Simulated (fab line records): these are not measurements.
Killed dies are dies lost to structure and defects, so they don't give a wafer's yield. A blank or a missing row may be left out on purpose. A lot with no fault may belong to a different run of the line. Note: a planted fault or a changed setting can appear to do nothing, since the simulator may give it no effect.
fab line records ; flow nand_harc
record: lots: 14; wafers: 42; last_day: 24
route steps=1159 shown P_M2@344 P_BONDPAD@361
lots untouched by any fault: they come from a run of this same line in which no faults occurred
start_h: start of the lot's first displayed wafer, in hours after the record's first day ; wait_h: hours since the lot's step before ; " repeats the value in the row above ; L1.1+2: one row covering several wafers at once ; - no value, or no start given ; * or withheld: withheld ; < > ~ a bound
route shown NAME@n: NAME is a module with steps in the file, n the number in the route of the first one ; usual: the fault-free wafers' mean and standard deviation ; same: alike in all rows ; chamber/n: place in a boat ; sites: the reading at each site ; _std_site: standard deviation across them ; _edge_site: inner sites' mean taken away from outer sites' mean ; radius_mm: for every site, how far away it sits from the centre of the wafer ; mask NAME#n: copy n ; behind: the tool/chamber that last shaped the wafer ; hold: why the lot was held/for how many hours/how that ended ; device: the transistor (n, p or np) that didn't switch ; end of line: tests run on the same wafers once the route is complete ; step lacking rows: just its recipe ; killed: dies lost to structure and defects at the first sort, not the wafer's yield ; map: a wafer's dies, marking killed ones x, the rest . and places with no die _
set.NAME: the setting the step ran with; set.NAME@STEP: the setting that earlier step ran with ; model.NAME: the simulator's own value behind a step, which no gauge read
steps of the route over a sample of lots; a table a step, a row a wafer
services: a tool's chamber out of use, with start hour (start_h, from the record's first day; less than 0 if before it), hours out, and reason
== steps ==
step: NHARC_P_M2_CMP_23
recipe: t_overpolish_s: 20; target_thk_nm: 144.3
usual: motor_current_A: 11.7/1.3; retaining_ring_pressure_frac: 1.000/0.0053; time_to_endpoint_s: 28.1/2.5
lot.wafer;tool;chamber;start_h;wait_h;motor_current_A;retaining_ring_pressure_frac;time_to_endpoint_s
L879.4;cmp-04;0;122.01;-;9.9;1.005;26.0
L879.5;cmp-04;1;122.01;-;12.5;1.006;24.0
L879.6;cmp-04;2;122.01;-;12.2;0.997;24.5
L880.2;cmp-04;3;137.91;-;9.9;1.004;25.7
L880.4;cmp-04;1;137.91;-;12.1;0.998;25.0
L880.6;cmp-04;3;137.91;-;9.9;0.999;23.4
L881.1;cmp-04;1;141.44;-;11.9;0.990;27.0
L881.2;cmp-04;2;141.44;-;12.9;0.997;27.4
L881.6;cmp-04;0;141.44;-;10.2;0.996;25.8
L882.1;cmp-01;0;145.62;-;13.0;1.002;28.8
L882.2;cmp-01;3;145.62;-;10.7;0.994;25.4
L882.5;cmp-01;0;145.62;-;13.7;0.995;28.8
L884.1;cmp-01;2;149.00;-;11.7;1.009;30.5
L884.3;cmp-01;0;149.00;-;13.5;1.002;28.0
L884.6;cmp-01;1;149.00;-;12.4;1.007;28.2
L883.4;cmp-01;1;152.94;-;11.9;1.006;24.8
L883.3;cmp-01;3;152.94;-;11.1;1.009;25.1
L883.2;cmp-01;0;152.94;-;13.8;1.001;29.0
L886.2;cmp-04;2;171.18;-;13.6;0.996;27.7
L886.4;cmp-04;3;171.18;-;10.2;0.995;28.6
L886.3;cmp-04;1;171.18;-;11.8;0.996;26.1
L888.1;cmp-04;2;184.94;-;13.1;1.006;27.5
L888.2;cmp-04;1;184.94;-;12.5;0.996;28.2
L888.5;cmp-04;3;184.94;-;10.4;0.992;28.8
L889.3;cmp-01;1;188.74;-;11.9;1.006;29.3
L889.6;cmp-01;2;188.74;-;11.0;1.003;34.4
L889.5;cmp-01;3;188.74;-;11.1;0.999;33.4
L890.4;cmp-01;3;196.28;-;10.8;1.006;29.2
L890.1;cmp-01;1;196.28;-;12.5;0.999;30.1
L890.6;cmp-01;0;196.28;-;13.6;0.999;30.9
L893.4;cmp-04;0;206.11;-;10.4;0.997;27.3
L893.2;cmp-04;1;206.11;-;11.3;1.007;25.6
L893.5;cmp-04;2;206.11;-;13.1;0.997;29.2
L900.2;cmp-03;2;249.25;-;12.5;0.999;31.2
L900.3;cmp-03;3;249.25;-;11.8;0.997;29.0
L900.1;cmp-03;0;249.25;-;15.5;1.002;28.0
L899.4;cmp-03;1;250.43;-;11.4;0.994;29.2
L899.2;cmp-03;2;250.43;-;12.6;1.002;33.0
L899.3;cmp-03;3;250.43;-;11.5;1.003;31.6
L898.3;cmp-01;1;256.61;-;12.4;0.999;29.1
L898.1;cmp-01;2;256.61;-;10.4;0.996;29.9
L898.4;cmp-01;0;256.61;-;13.7;1.000;31.1
step: NHARC_P_BONDPAD_EXPOSE_06
recipe: na: 0.55; dose_mj: 37.06; mask_id: P_BPAD
usual: exposure_dose_mJ_cm2: 37.06/0.035; focus_offset_nm: 0.0/0.51
lot.wafer;tool;chamber;start_h;wait_h;mask;exposure_dose_mJ_cm2;focus_offset_nm
L879.4;krf_scanner-03;0;124.23;-;P_BPAD#0;37.05;0.1
L879.5;krf_scanner-03;0;124.23;-;P_BPAD#0;37.10;0.2
L879.6;krf_scanner-03;0;124.23;-;P_BPAD#0;37.08;0.8
L880.2;krf_scanner-02;0;139.92;-;P_BPAD#0;37.09;-0.4
L880.4;krf_scanner-02;0;139.92;-;P_BPAD#0;37.06;0.5
L880.6;krf_scanner-02;0;139.92;-;P_BPAD#0;37.08;-0.6
L881.1;krf_scanner-03;0;143.53;-;P_BPAD#0;37.03;0.6
L881.2;krf_scanner-03;0;143.53;-;P_BPAD#0;37.10;-0.5
L881.6;krf_scanner-03;0;143.53;-;P_BPAD#0;37.09;0.5
L882.1;krf_scanner-02;0;147.92;-;P_BPAD#0;37.03;0.6
L882.2;krf_scanner-02;0;147.92;-;P_BPAD#0;37.11;0.0
L882.5;krf_scanner-02;0;147.92;-;P_BPAD#0;37.08;-1.1
L884.1;krf_scanner-03;0;151.21;-;P_BPAD#0;37.09;0.1
L884.3;krf_scanner-03;0;151.21;-;P_BPAD#0;37.02;0.1
L884.6;krf_scanner-03;0;151.21;-;P_BPAD#0;37.07;-0.1
L883.2;krf_scanner-04;0;155.03;-;P_BPAD#0;37.07;-0.4
L883.3;krf_scanner-04;0;155.03;-;P_BPAD#0;37.04;0.4
L883.4;krf_scanner-04;0;155.03;-;P_BPAD#0;37.00;-0.8
L886.2;krf_scanner-03;0;173.30;-;P_BPAD#0;36.97;-0.6
L886.3;krf_scanner-03;0;173.30;-;P_BPAD#0;37.08;-1.2
L886.4;krf_scanner-03;0;173.30;-;P_BPAD#0;37.08;0.0
L888.1;krf_scanner-02;0;187.07;-;P_BPAD#0;37.01;-0.4
L888.2;krf_scanner-02;0;187.07;-;P_BPAD#0;37.04;0.3
L888.5;krf_scanner-02;0;187.07;-;P_BPAD#0;37.08;0.7
L889.3;krf_scanner-02;-;190.67;-;P_BPAD#0;-;-
L889.5;krf_scanner-02;-;190.67;-;P_BPAD#0;-;-
L889.6;krf_scanner-02;-;190.67;-;P_BPAD#0;-;-
L890.1;krf_scanner-02;-;198.28;-;P_BPAD#0;-;-
L890.4;krf_scanner-02;-;198.28;-;P_BPAD#0;-;-
L890.6;krf_scanner-02;-;198.28;-;P_BPAD#0;-;-
L893.2;krf_scanner-03;0;208.15;-;P_BPAD#0;37.03;0.3
L893.4;krf_scanner-03;0;208.15;-;P_BPAD#0;37.02;-0.3
L893.5;krf_scanner-03;0;208.15;-;P_BPAD#0;36.98;0.5
L900.1;krf_scanner-04;0;251.57;-;P_BPAD#0;37.00;0.0
L900.2;krf_scanner-04;0;251.57;-;P_BPAD#0;36.97;-0.2
L900.3;krf_scanner-04;0;251.57;-;P_BPAD#0;37.06;0.2
L899.2;krf_scanner-03;0;252.53;-;P_BPAD#0;37.05;-0.1
L899.3;krf_scanner-03;0;252.53;-;P_BPAD#0;36.96;-0.5
L899.4;krf_scanner-03;0;252.53;-;P_BPAD#0;37.04;-0.2
L898.1;krf_scanner-03;0;258.58;-;P_BPAD#0;37.12;-0.2
L898.3;krf_scanner-03;0;258.58;-;P_BPAD#0;37.01;0.1
L898.4;krf_scanner-03;0;258.58;-;P_BPAD#0;37.04;0.0
step: NHARC_P_BONDPAD_CD_MEAS_09
recipe: target_cd_nm: 500; landing_energy_ev: 500
usual: cd_nm: 500.0/1.5
lot.wafer;tool;chamber;start_h;wait_h;cd_nm
L879.4;cd_sem-02;0;124.37;-;498.9
L879.5;cd_sem-02;0;124.37;-;500.7
L879.6;cd_sem-02;0;124.37;-;500.1
L880.2;cd_sem-03;0;140.07;-;501.0
L880.4;cd_sem-03;0;140.07;-;499.8
L880.6;cd_sem-03;0;140.07;-;500.9
L881.1;cd_sem-02;0;143.68;-;500.8
L881.2;cd_sem-02;0;143.68;-;501.5
L881.6;cd_sem-02;0;143.68;-;501.3
L882.1;cd_sem-03;0;148.07;-;502.1
L882.2;cd_sem-03;0;148.07;-;502.0
L882.5;cd_sem-03;0;148.07;-;503.1
L884.1;cd_sem-03;0;151.36;-;498.9
L884.3;cd_sem-03;0;151.36;-;500.8
L884.6;cd_sem-03;0;151.36;-;500.6
L883.2;cd_sem-02;0;155.18;-;501.2
L883.3;cd_sem-02;0;155.18;-;500.9
L883.4;cd_sem-02;0;155.18;-;500.9
L886.2;cd_sem-03;0;173.45;-;501.0
L886.3;cd_sem-03;0;173.45;-;500.0
L886.4;cd_sem-03;0;173.45;-;498.8
L888.1;cd_sem-02;0;187.22;-;497.7
L888.2;cd_sem-02;0;187.22;-;498.3
L888.5;cd_sem-02;0;187.22;-;499.8
L889.3;cd_sem-02;0;190.81;-;-
L889.5;cd_sem-02;0;190.81;-;-
L889.6;cd_sem-02;0;190.81;-;-
L890.1;cd_sem-03;0;198.43;-;-
L890.4;cd_sem-03;0;198.43;-;-
L890.6;cd_sem-03;0;198.43;-;-
L893.2;cd_sem-01;0;208.31;-;498.1
L893.4;cd_sem-01;0;208.31;-;499.7
L893.5;cd_sem-01;0;208.31;-;499.5
L900.1;cd_sem-02;0;251.72;-;500.9
L900.2;cd_sem-02;0;251.72;-;501.8
L900.3;cd_sem-02;0;251.72;-;501.3
L899.2;cd_sem-01;0;252.68;-;499.7
L899.3;cd_sem-01;0;252.68;-;499.4
L899.4;cd_sem-01;0;252.68;-;499.5
L898.1;cd_sem-02;0;258.73;-;499.6
L898.3;cd_sem-02;0;258.73;-;499.1
L898.4;cd_sem-02;0;258.73;-;499.6
step: NHARC_P_BONDPAD_CD_MEAS_13
usual: cd_nm: 499.4/1.6
lot.wafer;tool;chamber;start_h;wait_h;cd_nm
L879.4;cd_sem-03;-;124.90;-;497.9
L879.5;cd_sem-03;-;124.90;-;499.0
L879.6;cd_sem-03;-;124.90;-;499.2
L880.2;cd_sem-01;-;141.02;-;500.8
L880.4;cd_sem-01;-;141.02;-;499.8
L880.6;cd_sem-01;-;141.02;-;500.3
L881.1;cd_sem-02;-;144.21;-;499.9
L881.2;cd_sem-02;-;144.21;-;500.0
L881.6;cd_sem-02;-;144.21;-;501.6
L882.1;cd_sem-01;-;148.60;-;502.1
L882.2;cd_sem-01;-;148.60;-;501.1
L882.5;cd_sem-01;-;148.60;-;503.1
L884.1;cd_sem-02;-;152.12;-;498.7
L884.3;cd_sem-02;-;152.12;-;501.2
L884.6;cd_sem-02;-;152.12;-;500.1
L883.2;cd_sem-01;-;155.75;-;500.2
L883.3;cd_sem-01;-;155.75;-;501.0
L883.4;cd_sem-01;-;155.75;-;500.8
L886.2;cd_sem-03;-;173.97;-;500.5
L886.3;cd_sem-03;-;173.97;-;499.6
L886.4;cd_sem-03;-;173.97;-;499.3
L888.1;cd_sem-02;-;187.80;-;497.0
L888.2;cd_sem-02;-;187.80;-;497.0
L888.5;cd_sem-02;-;187.80;-;499.3
L889.3;cd_sem-03;-;191.34;-;-
L889.5;cd_sem-03;-;191.34;-;-
L889.6;cd_sem-03;-;191.34;-;-
L890.1;cd_sem-03;-;198.96;-;-
L890.4;cd_sem-03;-;198.96;-;-
L890.6;cd_sem-03;-;198.96;-;-
L893.2;cd_sem-01;-;208.83;-;497.7
L893.4;cd_sem-01;-;208.83;-;499.7
L893.5;cd_sem-01;-;208.83;-;499.3
L900.1;cd_sem-01;-;252.29;-;500.7
L900.2;cd_sem-01;-;252.29;-;500.5
L900.3;cd_sem-01;-;252.29;-;499.6
L899.2;cd_sem-01;-;253.25;-;497.8
L899.3;cd_sem-01;-;253.25;-;498.5
L899.4;cd_sem-01;-;253.25;-;497.6
L898.1;cd_sem-02;-;259.30;-;498.8
L898.3;cd_sem-02;-;259.30;-;498.5
L898.4;cd_sem-02;-;259.30;-;498.6
== services ==
tool;chamber;start_h;hours;kind
cmp-04;-;100.70;2.0;repair
krf_scanner-04;-;102.05;1.1;repair
cmp-01;-;102.34;0.9;repair
cmp-04;-;104.30;0.8;repair
krf_scanner-04;-;126.00;4.0;pm
cmp-03;-;128.42;0.4;repair
cmp-04;-;141.94;4.0;pm
cmp-04;-;145.94;-;consumable_replace:conditioner
cmp-04;-;145.94;-;consumable_replace:pad
krf_scanner-02;-;146.76;0.7;repair
cmp-03;-;156.00;4.0;pm
krf_scanner-04;-;161.41;2.7;repair
krf_scanner-03;-;168.00;4.0;pm
krf_scanner-02;-;172.61;0.6;repair
cmp-04;-;179.44;1.1;repair
cmp-01;-;179.66;4.0;pm
krf_scanner-04;-;179.81;0.4;repair
cmp-03;-;191.11;2.5;repair
krf_scanner-02;-;210.00;4.0;pm
cmp-01;-;217.90;10.3;repair
krf_scanner-03;-;238.45;3.1;repair
cmp-04;-;239.94;4.0;pm
krf_scanner-02;-;244.48;2.4;repair
cmp-03;-;254.01;4.0;pm
== key ==
first_sign: step: NHARC_P_BONDPAD_EXPOSE_06; reading: tool_record; direction: missing
effect none on later readings
met_at NHARC_P_BONDPAD_EXPOSE_06
struck_lots L889,L890
later_rows_left_out L889.3,L889.5,L889.6,L890.1,L890.4,L890.6
sort_left_out L889.3,L889.5,L889.6,L890.1,L890.4,L890.6
not_acting_at NHARC_P_M2_CMP_23,NHARC_P_BONDPAD_CD_MEAS_09,NHARC_P_BONDPAD_CD_MEAS_13
onset_between 187.07 190.67
fault: kind: skipped_step_whole; tool: krf_scanner-02; chamber: -; onset_h: 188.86; steps: NHARC_P_BONDPAD_EXPOSE_06; scope: struck_lots_only
sort_left_out: the simulated sort isn't trusted on such a fault, so these wafers' sort isn't shown, and their yield isn't known
later_rows_left_out: the simulator's readings of these wafers behind a module that went badly wrong aren't trusted and aren't shown, but for the sort
